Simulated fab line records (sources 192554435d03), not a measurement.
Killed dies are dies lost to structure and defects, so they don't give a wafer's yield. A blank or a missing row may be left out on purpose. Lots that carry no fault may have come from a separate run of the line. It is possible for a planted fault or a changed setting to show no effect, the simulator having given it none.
What tool caused it? || flow n5-finfet || 8 lots, 22 wafers sampled, at 7 steps of a route of 1938

== WHAT EACH GAUGE READ, for each wafer ==
N5_SD_EPI_N_EPI_MEAS_23. Usual: thk-nm 59.0 nm, standard deviation 1.2.
{"lot": "L831", "measured": "day 3 10:29", "on": "film-metro-01", "thk-nm (nm)": "60.6 57.3 60.9", "flag": ""}
{"lot": "L836", "measured": "day 4 21:51", "on": "film-metro-01", "thk-nm (nm)": "78.5 60.4", "flag": "OFF"}
{"lot": "L839", "measured": "day 5 09:52", "on": "film-metro-02", "thk-nm (nm)": "75.0 58.6 57.9", "flag": "OFF"}
{"lot": "L841", "measured": "day 6 02:07", "on": "film-metro-02", "thk-nm (nm)": "77.4 59.3", "flag": "OFF"}
{"lot": "L842", "measured": "day 6 03:37", "on": "film-metro-01", "thk-nm (nm)": "59.1 58.9 59.0", "flag": ""}
{"lot": "L851", "measured": "day 8 09:47", "on": "film-metro-01", "thk-nm (nm)": "59.8 59.9 59.3", "flag": ""}
{"lot": "L852", "measured": "day 8 15:35", "on": "film-metro-02", "thk-nm (nm)": "57.3 59.1 60.6", "flag": ""}
{"lot": "L853", "measured": "day 8 23:08", "on": "film-metro-02", "thk-nm (nm)": "59.2 57.6 61.2", "flag": ""}

N5_SD_ACTIVATION_RS_MEAS_03: a four-point-probe measurement. Usual: RS_SD_N 21.93 ohm/sq, standard deviation 0.26; RS_SD_P 56.1 ohm/sq, standard deviation 0.99.
{"lot": "L831", "measured": "day 3 16:01", "on": "film-metro-01", "RS_SD_N (ohm/sq)": "21.63 21.63 21.85", "RS_SD_P (ohm/sq)": "56.4 57.6 57.6", "flag": ""}
{"lot": "L836", "measured": "day 5 04:02", "on": "film-metro-02", "RS_SD_N (ohm/sq)": "16.86 22.11", "RS_SD_P (ohm/sq)": "57.1 57.1", "flag": "OFF"}
{"lot": "L839", "measured": "day 5 15:07", "on": "film-metro-01", "RS_SD_N (ohm/sq)": "17.21 22.22 22.34", "RS_SD_P (ohm/sq)": "56.7 56.6 56.2", "flag": "OFF"}
{"lot": "L841", "measured": "day 6 07:38", "on": "film-metro-01", "RS_SD_N (ohm/sq)": "16.83 21.91", "RS_SD_P (ohm/sq)": "54.3 54.8", "flag": "OFF"}
{"lot": "L842", "measured": "day 6 08:56", "on": "film-metro-02", "RS_SD_N (ohm/sq)": "22.41 22.32 22.28", "RS_SD_P (ohm/sq)": "54.5 55.1 54.4", "flag": ""}
{"lot": "L851", "measured": "day 8 15:05", "on": "film-metro-02", "RS_SD_N (ohm/sq)": "21.92 21.98 21.85", "RS_SD_P (ohm/sq)": "56.2 57.1 56.0", "flag": ""}
{"lot": "L852", "measured": "day 8 20:40", "on": "film-metro-02", "RS_SD_N (ohm/sq)": "22.01 21.63 21.78", "RS_SD_P (ohm/sq)": "55.3 56.0 55.6", "flag": ""}
{"lot": "L853", "measured": "day 9 05:19", "on": "film-metro-01", "RS_SD_N (ohm/sq)": "21.49 22.11 21.90", "RS_SD_P (ohm/sq)": "57.2 57.4 57.3", "flag": ""}

N5_BEOL_M4_RC_MEAS_101. Usual: DIBL_N 36.4 mV/V, standard deviation 1.5; DIBL_P 35.8 mV/V, standard deviation 1.7; IOFF_N 0.154 nA/um, standard deviation 0.022; IOFF_P 0.21 nA/um, standard deviation 0.031; ION_N 672 uA/um, standard deviation 8.8; ION_P 462 uA/um, standard deviation 7.2; RS_SD_N 28.5 ohm/sq, standard deviation 0.34; SS_N 71.5 mV/dec, standard deviation 0.53; SS_P 73.2 mV/dec, standard deviation 0.62; VT_N 250.4 mV, standard deviation 2.5; VT_P -250 mV, standard deviation 3.5.
{"lot": "L831", "measured": "day 8 03:09", "on": "prober-01", "DIBL_N (mV/V)": "37.2 38.6 37.5", "DIBL_P (mV/V)": "36.9 38.1 36.5", "IOFF_N (nA/um)": "0.157 0.177 0.162", "IOFF_P (nA/um)": "0.24 0.26 0.23", "ION_N (uA/um)": "676 668 657", "ION_P (uA/um)": "464 462 459", "RS_SD_N (ohm/sq)": "28.3 28.4 28.1", "SS_N (mV/dec)": "71.4 71.9 71.5", "SS_P (mV/dec)": "73.3 73.2 73.3", "VT_N (mV)": "248.2 253.6 249.9", "VT_P (mV)": "-248 -247 -248", "flag": ""}
{"lot": "L836", "measured": "day 10 03:44", "on": "prober-02", "DIBL_N (mV/V)": "35.8 37.2", "DIBL_P (mV/V)": "34.9 35.7", "IOFF_N (nA/um)": "0.151 0.163", "IOFF_P (nA/um)": "0.19 0.20", "ION_N (uA/um)": "679 664", "ION_P (uA/um)": "461 451", "RS_SD_N (ohm/sq)": "22.1 28.9", "SS_N (mV/dec)": "71.3 71.9", "SS_P (mV/dec)": "73.1 73.2", "VT_N (mV)": "251.0 250.3", "VT_P (mV)": "-252 -251", "flag": "OFF"}
{"lot": "L839", "measured": "day 11 06:26", "on": "prober-01", "DIBL_N (mV/V)": "37.0 35.9 34.3", "DIBL_P (mV/V)": "36.8 35.9 34.1", "IOFF_N (nA/um)": "0.157 0.133 0.112", "IOFF_P (nA/um)": "0.19 0.18 0.16", "ION_N (uA/um)": "669 659 663", "ION_P (uA/um)": "449 456 458", "RS_SD_N (ohm/sq)": "22.1 28.6 28.9", "SS_N (mV/dec)": "71.8 71.8 71.4", "SS_P (mV/dec)": "73.2 73.1 72.6", "VT_N (mV)": "252.1 252.5 255.3", "VT_P (mV)": "-255 -252 -252", "flag": "OFF"}
{"lot": "L841", "measured": "day 11 22:44", "on": "prober-01", "DIBL_N (mV/V)": "38.0 37.0", "DIBL_P (mV/V)": "35.9 35.4", "IOFF_N (nA/um)": "0.164 0.153", "IOFF_P (nA/um)": "0.21 0.20", "ION_N (uA/um)": "675 677", "ION_P (uA/um)": "460 460", "RS_SD_N (ohm/sq)": "21.9 28.3", "SS_N (mV/dec)": "72.0 70.9", "SS_P (mV/dec)": "73.3 72.7", "VT_N (mV)": "249.9 248.7", "VT_P (mV)": "-250 -251", "flag": "OFF"}
{"lot": "L842", "measured": "day 11 12:22", "on": "prober-02", "DIBL_N (mV/V)": "36.7 34.8 37.6", "DIBL_P (mV/V)": "36.6 34.5 37.8", "IOFF_N (nA/um)": "0.148 0.118 0.172", "IOFF_P (nA/um)": "0.18 0.16 0.20", "ION_N (uA/um)": "672 642 685", "ION_P (uA/um)": "453 444 465", "RS_SD_N (ohm/sq)": "29.1 29.3 28.8", "SS_N (mV/dec)": "72.1 71.1 71.5", "SS_P (mV/dec)": "73.4 72.6 74.0", "VT_N (mV)": "252.0 254.9 248.0", "VT_P (mV)": "-254 -255 -252", "flag": ""}
{"lot": "L851", "measured": "day 13 09:31", "on": "prober-02", "DIBL_N (mV/V)": "36.4 37.1 34.9", "DIBL_P (mV/V)": "36.2 37.2 35.0", "IOFF_N (nA/um)": "0.147 0.164 0.129", "IOFF_P (nA/um)": "0.24 0.26 0.23", "ION_N (uA/um)": "668 676 668", "ION_P (uA/um)": "468 473 471", "RS_SD_N (ohm/sq)": "28.5 28.6 28.3", "SS_N (mV/dec)": "71.5 72.2 71.3", "SS_P (mV/dec)": "73.6 72.9 73.0", "VT_N (mV)": "252.1 247.9 251.7", "VT_P (mV)": "-247 -245 -245", "flag": ""}
{"lot": "L852", "measured": "day 13 12:50", "on": "prober-01", "DIBL_N (mV/V)": "35.1 36.8 36.6", "DIBL_P (mV/V)": "33.8 36.1 35.9", "IOFF_N (nA/um)": "0.138 0.174 0.166", "IOFF_P (nA/um)": "0.20 0.25 0.23", "ION_N (uA/um)": "674 677 688", "ION_P (uA/um)": "470 461 474", "RS_SD_N (ohm/sq)": "28.7 28.3 28.3", "SS_N (mV/dec)": "71.1 72.0 71.8", "SS_P (mV/dec)": "72.7 73.0 73.3", "VT_N (mV)": "249.0 248.0 248.0", "VT_P (mV)": "-247 -247 -248", "flag": ""}
{"lot": "L853", "measured": "day 14 10:36", "on": "prober-02", "DIBL_N (mV/V)": "36.9 37.7 37.4", "DIBL_P (mV/V)": "35.3 36.1 35.3", "IOFF_N (nA/um)": "0.148 0.170 0.148", "IOFF_P (nA/um)": "0.20 0.21 0.19", "ION_N (uA/um)": "680 679 672", "ION_P (uA/um)": "458 459 461", "RS_SD_N (ohm/sq)": "27.7 28.1 28.4", "SS_N (mV/dec)": "70.7 72.0 71.9", "SS_P (mV/dec)": "72.9 73.4 72.2", "VT_N (mV)": "251.6 249.5 249.1", "VT_P (mV)": "-250 -251 -251", "flag": ""}

== TOOL THAT RAN EACH LOT (tool first, then ch and the chambers of the sampled wafers, then the start) ==
{"lot": "L831", "N5_SPACER0_ALD_08": "ald-sin-01 ch 0,1, day 3 06:28", "N5_SD_EPI_N_ETCH_34": "rie-diel-01 ch 0,2, day 3 07:08", "N5_SD_EPI_N_ETCHBACK_44": "rie-diel-01 ch 0,2, day 3 07:31", "N5_SD_EPI_N_EPI_21": "epi-rpcvd-03 ch 0, day 3 09:04"}
{"lot": "L836", "N5_SPACER0_ALD_08": "ald-sin-01 ch 0,2, day 4 17:56", "N5_SD_EPI_N_ETCH_34": "rie-diel-06 ch 1,2, day 4 18:29", "N5_SD_EPI_N_ETCHBACK_44": "rie-diel-06 ch 1,2, day 4 18:52", "N5_SD_EPI_N_EPI_21": "epi-rpcvd-03 ch 0, day 4 20:08"}
{"lot": "L839", "N5_SPACER0_ALD_08": "ald-sin-04 ch 0,1, day 5 05:56", "N5_SD_EPI_N_ETCH_34": "rie-diel-01 ch 0,2,3, day 5 06:29", "N5_SD_EPI_N_ETCHBACK_44": "rie-diel-01 ch 0,2,3, day 5 06:52", "N5_SD_EPI_N_EPI_21": "epi-rpcvd-03 ch 0, day 5 08:24"}
{"lot": "L841", "N5_SPACER0_ALD_08": "ald-sin-02 ch 2,3, day 5 21:50", "N5_SD_EPI_N_ETCH_34": "rie-diel-01 ch 1,3, day 5 22:31", "N5_SD_EPI_N_ETCHBACK_44": "rie-diel-01 ch 1,3, day 5 22:54", "N5_SD_EPI_N_EPI_21": "epi-rpcvd-03 ch 0, day 6 00:41"}
{"lot": "L842", "N5_SPACER0_ALD_08": "ald-sin-02 ch 2,3, day 5 23:31", "N5_SD_EPI_N_ETCH_34": "rie-diel-02 ch 0,1,3, day 6 00:11", "N5_SD_EPI_N_ETCHBACK_44": "rie-diel-02 ch 0,1,3, day 6 00:34", "N5_SD_EPI_N_EPI_21": "epi-rpcvd-02 ch 0, day 6 02:44"}
{"lot": "L851", "N5_SPACER0_ALD_08": "ald-sin-04 ch 0,3, day 8 05:45", "N5_SD_EPI_N_ETCH_34": "rie-diel-01 ch 1,2, day 8 06:26", "N5_SD_EPI_N_ETCHBACK_44": "rie-diel-01 ch 1,2, day 8 06:49", "N5_SD_EPI_N_EPI_21": "epi-rpcvd-03 ch 0, day 8 08:21"}
{"lot": "L852", "N5_SPACER0_ALD_08": "ald-sin-04 ch 0,1,2, day 8 10:54", "N5_SD_EPI_N_ETCH_34": "rie-diel-02 ch 1,3, day 8 11:53", "N5_SD_EPI_N_ETCHBACK_44": "rie-diel-02 ch 1,3, day 8 12:28", "N5_SD_EPI_N_EPI_21": "epi-rpcvd-03 ch 0, day 8 13:51"}
{"lot": "L853", "N5_SPACER0_ALD_08": "ald-sin-02 ch 1,2, day 8 19:12", "N5_SD_EPI_N_ETCH_34": "rie-diel-01 ch 0,1,2, day 8 19:45", "N5_SD_EPI_N_ETCHBACK_44": "rie-diel-01 ch 0,1,2, day 8 20:08", "N5_SD_EPI_N_EPI_21": "epi-rpcvd-03 ch 0, day 8 21:24"}
- N5_SPACER0_ALD_08: deposits SiNx, target thk 2 nm.
- N5_SD_EPI_N_ETCH_34: etches SiARC in CF4, target depth 45.5 nm, time 75.8 s.
- N5_SD_EPI_N_ETCHBACK_44: etches SiNx in CH3F/O2, stops on SiO2, target depth 14.5 nm.
- N5_SD_EPI_N_EPI_21: deposits Si:P, time 690 s.

== AS READ BY THE TOOLS THEMSELVES (means over the sampled wafers that have a number; for cases with no such wafer, the mark the record gives instead) ==
N5_SPACER0_ALD_08. Usual: heater-power-outer-w 548 W, standard deviation 67; heater-power-w 889 W, standard deviation 110.
{"lot": "L831", "tool": "ald-sin-01", "heater-power-outer-w (W)": 495, "heater-power-w (W)": 784, "flag": ""}
{"lot": "L836", "tool": "ald-sin-01", "heater-power-outer-w (W)": 447, "heater-power-w (W)": 706, "flag": ""}
{"lot": "L839", "tool": "ald-sin-04", "heater-power-outer-w (W)": 626, "heater-power-w (W)": 977, "flag": ""}
{"lot": "L841", "tool": "ald-sin-02", "heater-power-outer-w (W)": 550, "heater-power-w (W)": 884, "flag": ""}
{"lot": "L842", "tool": "ald-sin-02", "heater-power-outer-w (W)": 538, "heater-power-w (W)": 870, "flag": ""}
{"lot": "L851", "tool": "ald-sin-04", "heater-power-outer-w (W)": 615, "heater-power-w (W)": 1000, "flag": ""}
{"lot": "L852", "tool": "ald-sin-04", "heater-power-outer-w (W)": 583, "heater-power-w (W)": 977, "flag": ""}
{"lot": "L853", "tool": "ald-sin-02", "heater-power-outer-w (W)": 528, "heater-power-w (W)": 894, "flag": ""}

N5_SD_EPI_N_ETCH_34. Usual: for bias-w, 36.01 W with a standard deviation of 0.099; for drypump-motor-current-A, 5.4 A with a standard deviation of 0.41; for etch-rf-on-time-s, 76.0 s with a standard deviation of 1.1; for oes-product-au, 0.66 a.u. with a standard deviation of 0.066; for rf-vpp-V, 183.7 V with a standard deviation of 1.5; for showerhead-plenum-p-Torr, 2.11 Torr with a standard deviation of 0.091; for throttle-valve-pct, 15.70 % with a standard deviation of 0.17.
{"lot": "L831", "tool": "rie-diel-01", "bias-w (W)": 36.00, "drypump-motor-current-A (A)": 5.0, "etch-rf-on-time-s (s)": 76.1, "oes-product-au (a.u.)": 0.63, "rf-vpp-V (V)": 182.8, "showerhead-plenum-p-Torr (Torr)": 2.02, "throttle-valve-pct (%)": 15.66, "flag": ""}
{"lot": "L836", "tool": "rie-diel-06", "bias-w (W)": 36.00, "drypump-motor-current-A (A)": 6.1, "etch-rf-on-time-s (s)": 76.7, "oes-product-au (a.u.)": 0.60, "rf-vpp-V (V)": 182.7, "showerhead-plenum-p-Torr (Torr)": 2.08, "throttle-valve-pct (%)": 15.91, "flag": ""}
{"lot": "L839", "tool": "rie-diel-01", "bias-w (W)": 35.95, "drypump-motor-current-A (A)": 5.2, "etch-rf-on-time-s (s)": 76.6, "oes-product-au (a.u.)": 0.61, "rf-vpp-V (V)": 182.8, "showerhead-plenum-p-Torr (Torr)": 2.08, "throttle-valve-pct (%)": 15.80, "flag": ""}
{"lot": "L841", "tool": "rie-diel-01", "bias-w (W)": 36.00, "drypump-motor-current-A (A)": 5.4, "etch-rf-on-time-s (s)": 77.6, "oes-product-au (a.u.)": 0.62, "rf-vpp-V (V)": 184.0, "showerhead-plenum-p-Torr (Torr)": 2.13, "throttle-valve-pct (%)": 15.84, "flag": ""}
{"lot": "L842", "tool": "rie-diel-02", "bias-w (W)": 35.99, "drypump-motor-current-A (A)": 5.7, "etch-rf-on-time-s (s)": 75.3, "oes-product-au (a.u.)": 0.69, "rf-vpp-V (V)": 185.0, "showerhead-plenum-p-Torr (Torr)": 2.21, "throttle-valve-pct (%)": 15.67, "flag": ""}
{"lot": "L851", "tool": "rie-diel-01", "bias-w (W)": 36.12, "drypump-motor-current-A (A)": 5.2, "etch-rf-on-time-s (s)": 76.1, "oes-product-au (a.u.)": 0.66, "rf-vpp-V (V)": 182.6, "showerhead-plenum-p-Torr (Torr)": 2.04, "throttle-valve-pct (%)": 15.80, "flag": ""}
{"lot": "L852", "tool": "rie-diel-02", "bias-w (W)": 36.07, "drypump-motor-current-A (A)": 5.5, "etch-rf-on-time-s (s)": 74.9, "oes-product-au (a.u.)": 0.67, "rf-vpp-V (V)": 184.9, "showerhead-plenum-p-Torr (Torr)": 2.21, "throttle-valve-pct (%)": 15.72, "flag": ""}
{"lot": "L853", "tool": "rie-diel-01", "bias-w (W)": 36.07, "drypump-motor-current-A (A)": 5.1, "etch-rf-on-time-s (s)": 76.5, "oes-product-au (a.u.)": 0.62, "rf-vpp-V (V)": 183.0, "showerhead-plenum-p-Torr (Torr)": 2.03, "throttle-valve-pct (%)": 15.79, "flag": ""}

N5_SD_EPI_N_ETCHBACK_44. Usual: bias-w 73.00 W, standard deviation 0.22; drypump-motor-current-A 5.5 A, standard deviation 0.41; oes-product-au 0.66 a.u., standard deviation 0.064; rf-vpp-V 296.7 V, standard deviation 2.4; showerhead-plenum-p-Torr 1.97 Torr, standard deviation 0.09; throttle-valve-pct 16.43 %, standard deviation 0.17.
{"lot": "L831", "tool": "rie-diel-01", "bias-w (W)": 73.24, "drypump-motor-current-A (A)": 5.0, "oes-product-au (a.u.)": 0.64, "rf-vpp-V (V)": 295.2, "showerhead-plenum-p-Torr (Torr)": 1.88, "throttle-valve-pct (%)": 16.38, "flag": ""}
{"lot": "L836", "tool": "rie-diel-06", "bias-w (W)": 73.09, "drypump-motor-current-A (A)": 6.1, "oes-product-au (a.u.)": 0.61, "rf-vpp-V (V)": 295.7, "showerhead-plenum-p-Torr (Torr)": 1.94, "throttle-valve-pct (%)": 16.66, "flag": ""}
{"lot": "L839", "tool": "rie-diel-01", "bias-w (W)": 72.96, "drypump-motor-current-A (A)": 5.2, "oes-product-au (a.u.)": 0.61, "rf-vpp-V (V)": 296.5, "showerhead-plenum-p-Torr (Torr)": 1.94, "throttle-valve-pct (%)": 16.52, "flag": ""}
{"lot": "L841", "tool": "rie-diel-01", "bias-w (W)": 72.75, "drypump-motor-current-A (A)": 5.4, "oes-product-au (a.u.)": 0.63, "rf-vpp-V (V)": 296.1, "showerhead-plenum-p-Torr (Torr)": 2.00, "throttle-valve-pct (%)": 16.59, "flag": ""}
{"lot": "L842", "tool": "rie-diel-02", "bias-w (W)": 73.03, "drypump-motor-current-A (A)": 5.7, "oes-product-au (a.u.)": 0.68, "rf-vpp-V (V)": 297.8, "showerhead-plenum-p-Torr (Torr)": 2.07, "throttle-valve-pct (%)": 16.41, "flag": ""}
{"lot": "L851", "tool": "rie-diel-01", "bias-w (W)": 73.00, "drypump-motor-current-A (A)": 5.2, "oes-product-au (a.u.)": 0.66, "rf-vpp-V (V)": 294.1, "showerhead-plenum-p-Torr (Torr)": 1.90, "throttle-valve-pct (%)": 16.53, "flag": ""}
{"lot": "L852", "tool": "rie-diel-02", "bias-w (W)": 73.13, "drypump-motor-current-A (A)": 5.5, "oes-product-au (a.u.)": 0.67, "rf-vpp-V (V)": 297.5, "showerhead-plenum-p-Torr (Torr)": 2.06, "throttle-valve-pct (%)": 16.44, "flag": ""}
{"lot": "L853", "tool": "rie-diel-01", "bias-w (W)": 72.78, "drypump-motor-current-A (A)": 5.1, "oes-product-au (a.u.)": 0.63, "rf-vpp-V (V)": 294.8, "showerhead-plenum-p-Torr (Torr)": 1.88, "throttle-valve-pct (%)": 16.52, "flag": ""}

== THE ANSWER, worked out from the rows above alone ==
Rule: lot off if the mean of its wafers having a number is beyond 3 standard deviations from the usual mean. Also off: a lot with no number at a reading for which 4 or more lots have one. The other lots that the step has rows for count as sound. Order of review: gauges by route order, followed by the tools' own readings, for which a lot's mean as printed above is used. At the first step where some lot is off, the reading lying furthest off is the one used; lots without a number count as furthest.
Off: L836, L839, L841 (N5_SD_EPI_N_EPI_MEAS_23, thk-nm).
If a tool, at a process step before that reading, ran all the lots that are off and no sound lot after the first of them, it fits. The gauges at N5_SD_EPI_N_EPI_MEAS_23 aren't tried: what is off there is off at N5_BEOL_M4_RC_MEAS_101 too, on other tools, and a gauge's error can't cause that. No candidate that was tried fits.

== WHAT WAS PUT IN BY THE SIMULATOR ==
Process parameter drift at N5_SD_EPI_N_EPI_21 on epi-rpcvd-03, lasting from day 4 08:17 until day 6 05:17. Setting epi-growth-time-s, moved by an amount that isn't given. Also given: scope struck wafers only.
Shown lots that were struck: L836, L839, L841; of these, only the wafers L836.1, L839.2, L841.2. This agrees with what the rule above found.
